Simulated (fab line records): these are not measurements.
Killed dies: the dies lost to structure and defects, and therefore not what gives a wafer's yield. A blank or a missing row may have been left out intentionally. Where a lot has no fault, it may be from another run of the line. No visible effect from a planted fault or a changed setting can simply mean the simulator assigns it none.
Which tool was responsible?	flow n5-finfet	72 wafers from 24 lots sampled at 3 of the route's 1938 steps

WHAT THE GAUGES READ, wafer by wafer
N5_HKMG_FIN_INSPECT_14: inspects for defects (macro). Usual: raw-defect-count at 2.1, with a standard deviation of 1.3.
lot	measured	on	raw-defect-count	flag
L074	day 4 02:32	defect-inspect-01	2 1 3	
L075	day 4 09:11	defect-inspect-01	3 3 2	
L076	day 4 18:45	defect-inspect-02	2 2 3	
L077	day 4 20:38	defect-inspect-02	1 3 4	
L078	day 5 03:50	defect-inspect-01	3 2 2	
L079	day 5 09:04	defect-inspect-01	1 4 2	
L080	day 5 14:37	defect-inspect-01	2 2 2	
L081	day 5 23:13	defect-inspect-01	2 1 4	
L082	day 6 06:41	defect-inspect-01	0 3 1	
L083	day 6 12:37	defect-inspect-01	1 2 2	
L084	day 6 19:42	defect-inspect-01	3 5 3	
L085	day 7 02:16	defect-inspect-02	2 4 1	
L086	day 7 08:17	defect-inspect-02	2 2 4	
L087	day 7 15:37	defect-inspect-02	4 1 1	
L088	day 7 18:11	defect-inspect-01	0 3 0	
L089	day 8 02:05	defect-inspect-02	4 1 1	
L090	day 8 03:35	defect-inspect-02	2 2 2	
L091	day 8 14:05	defect-inspect-02	4 2 3	
L092	day 8 18:03	defect-inspect-02	1 2 4	
L093	day 9 01:54	defect-inspect-02	4 0 3	
L094	day 9 04:01	defect-inspect-02	2 1 0	
L095	day 9 10:26	defect-inspect-02	1 3 4	
L096	day 9 15:46	defect-inspect-02	3 5 1	
L097	day 10 03:29	defect-inspect-02	4 3 4	

TOOL THAT RAN EACH LOT (tool first, then ch and the chambers of the sampled wafers, then the start)
lot	N5_HKMG_FIN_ETCH_55	N5_HKMG_FIN_ALD_36
L074	rie-diel-04 ch 0,2, day 3 23:07	ald-metal-01 ch 1,3, day 4 01:19
L075	rie-diel-04 ch 1,3, day 4 05:47	ald-metal-02 ch 1,2, day 4 07:58
L076	rie-diel-04 ch 1,2, day 4 15:30	ald-metal-03 ch 0,1,2, day 4 17:32
L077	rie-diel-06 ch 0,3, day 4 17:23	ald-metal-03 ch 0,1,2, day 4 19:26
L078	rie-diel-06 ch 0,1,3, day 5 00:28	ald-metal-01 ch 0,1,2, day 5 02:37
L079	rie-diel-06 ch 0,1,2, day 5 05:56	ald-metal-02 ch 0,1,2, day 5 07:59
L080	rie-diel-01 ch 2,3, day 5 11:14	ald-metal-02 ch 1,2, day 5 13:32
L081	rie-diel-01 ch 2,3, day 5 19:31	ald-metal-02 ch 0,1, day 5 22:01
L082	rie-diel-04 ch 0,1, day 6 03:25	ald-metal-03 ch 2,3, day 6 05:28
L083	rie-diel-04 ch 0,3, day 6 09:24	ald-metal-03 ch 0,1,3, day 6 11:32
L084	rie-diel-04 ch 0,1,2, day 6 16:21	ald-metal-01 ch 1,2, day 6 18:37
L085	rie-diel-06 ch 1,3, day 6 23:00	ald-metal-02 ch 0,1, day 7 01:02
L086	rie-diel-04 ch 0,2, day 7 05:10	ald-metal-02 ch 0,1, day 7 07:13
L087	rie-diel-06 ch 1,3, day 7 12:22	ald-metal-03 ch 0,3, day 7 14:25
L088	rie-diel-04 ch 0,1, day 7 14:53	ald-metal-03 ch 0,3, day 7 16:56
L089	rie-diel-01 ch 0,1, day 7 22:34	ald-metal-01 ch 0,3, day 8 00:52
L090	rie-diel-06 ch 1,2,3, day 8 00:25	ald-metal-01 ch 2,3, day 8 02:23
L091	rie-diel-04 ch 1,3, day 8 10:50	ald-metal-01 ch 0,1,2, day 8 12:53
L092	rie-diel-01 ch 0,1, day 8 14:31	ald-metal-02 ch 2,3, day 8 16:49
L093	rie-diel-06 ch 0,1,2, day 8 22:36	ald-metal-03 ch 0,2,3, day 9 00:41
L094	rie-diel-01 ch 0,2, day 9 00:41	ald-metal-03 ch 0,1,2, day 9 02:49
L095	rie-diel-06 ch 0,3, day 9 07:17	ald-metal-03 ch 0,3, day 9 09:20
L096	rie-diel-01 ch 1,2,3, day 9 12:31	ald-metal-01 ch 0,1,3, day 9 14:34
L097	rie-diel-01 ch 0,2,3, day 10 00:14	ald-metal-01 ch 0,1,3, day 10 02:17
- N5_HKMG_FIN_ETCH_55: etches SOC in N2/H2, target depth 240 nm, time 300 s.
- N5_HKMG_FIN_ALD_36: deposits TiN, target thk 1 nm, pulse time 1 s, purge time 3 s.

AS READ BY THE TOOLS THEMSELVES (means over the sampled wafers that have a number; for cases with no such wafer, the mark the record gives instead)
N5_HKMG_FIN_ETCH_55. Usual: value, then standard deviation, for each; drypump-motor-current-A 5.7 A / 0.38; h2-flow-sccm 200.0 sccm / 0.54; n2-flow-sccm 200.1 sccm / 0.62; oes-product-au 0.79 a.u. / 0.095; rf-vpp-V 525.4 V / 2; showerhead-plenum-p-Torr 2.59 Torr / 0.073; throttle-valve-pct 17.67 % / 0.27.
lot	tool	drypump-motor-current-A (A)	h2-flow-sccm (sccm)	n2-flow-sccm (sccm)	oes-product-au (a.u.)	rf-vpp-V (V)	showerhead-plenum-p-Torr (Torr)	throttle-valve-pct (%)	flag
L074	rie-diel-04	6.0	200.3	199.9	0.71	524.9	2.58	17.80	
L075	rie-diel-04	5.8	200.0	199.3	0.71	527.4	2.62	17.82	
L076	rie-diel-04	6.1	199.8	200.0	0.76	526.1	2.60	18.00	
L077	rie-diel-06	5.1	200.5	200.0	0.71	524.6	2.53	17.47	
L078	rie-diel-06	5.3	200.3	200.0	0.76	523.6	2.53	17.60	
L079	rie-diel-06	5.5	199.9	200.4	0.76	525.3	2.60	17.66	
L080	rie-diel-01	5.7	200.4	200.6	0.88	526.7	2.66	17.49	
L081	rie-diel-01	5.5	200.8	200.6	0.89	525.9	2.63	17.48	
L082	rie-diel-04	6.2	200.0	200.4	0.84	526.4	2.63	17.86	
L083	rie-diel-04	5.7	199.6	199.7	0.78	525.8	2.59	17.59	
L084	rie-diel-04	6.1	200.4	200.5	0.82	524.8	2.58	17.79	
L085	rie-diel-06	5.2	200.6	199.4	0.75	522.6	2.46	17.71	
L086	rie-diel-04	6.0	199.1	200.2	0.88	524.3	2.57	17.53	
L087	rie-diel-06	5.4	200.2	199.7	0.78	523.5	2.52	17.76	
L088	rie-diel-04	6.2	200.0	200.3	0.81	525.6	2.62	17.87	
L089	rie-diel-01	5.5	200.4	200.1	0.78	527.1	2.64	17.70	
L090	rie-diel-06	5.4	200.2	199.8	0.73	523.1	2.53	17.77	
L091	rie-diel-04	5.7	199.9	200.0	0.87	525.6	2.60	17.54	
L092	rie-diel-01	5.7	200.3	199.6	0.84	527.9	2.67	17.50	
L093	rie-diel-06	5.5	199.5	200.2	0.82	525.0	2.59	17.56	
L094	rie-diel-01	5.9	199.9	199.5	0.85	528.8	2.70	17.38	
L095	rie-diel-06	5.0	199.9	201.2	0.77	522.3	2.47	17.47	
L096	rie-diel-01	5.5	200.0	200.1	0.79	525.8	2.63	17.67	
L097	rie-diel-01	5.7	200.3	200.8	0.85	527.0	2.65	17.46	

N5_HKMG_FIN_ALD_36. Usual: heater-power-w 841 W, standard deviation 110; precursor-pulse-height-rel 1.001, standard deviation 0.019.
lot	tool	heater-power-w (W)	precursor-pulse-height-rel	flag
L074	ald-metal-01	823	1.001	
L075	ald-metal-02	812	0.993	
L076	ald-metal-03	888	1.006	
L077	ald-metal-03	879	0.989	
L078	ald-metal-01	806	1.001	
L079	ald-metal-02	844	1.004	
L080	ald-metal-02	790	1.000	
L081	ald-metal-02	881	1.000	
L082	ald-metal-03	928	0.988	
L083	ald-metal-03	763	1.005	
L084	ald-metal-01	849	0.999	
L085	ald-metal-02	885	0.991	
L086	ald-metal-02	842	1.013	
L087	ald-metal-03	726	1.008	
L088	ald-metal-03	688	0.997	
L089	ald-metal-01	846	0.981	
L090	ald-metal-01	903	0.979	
L091	ald-metal-01	799	0.995	
L092	ald-metal-02	861	1.005	
L093	ald-metal-03	817	1.002	
L094	ald-metal-03	887	1.007	
L095	ald-metal-03	719	0.984	
L096	ald-metal-01	801	1.016	
L097	ald-metal-01	799	0.994	

THE ANSWER, worked out from the rows above alone
Rule: lot off if the mean of its wafers having a number is beyond 3 standard deviations from the usual mean. A lot without any number at a reading at which 4 lots or more have one is off too. All remaining lots with rows at the step are treated as sound. Order of review: gauges by route order, followed by the tools' own readings, for which a lot's mean as printed above is used. The first step at which some lot is off is used, and at that step the reading that is off furthest; a lot without a number counts as furthest.
No lot is off at any reading shown: from this, nothing can be told.

WHAT THE SIMULATOR PUT IN
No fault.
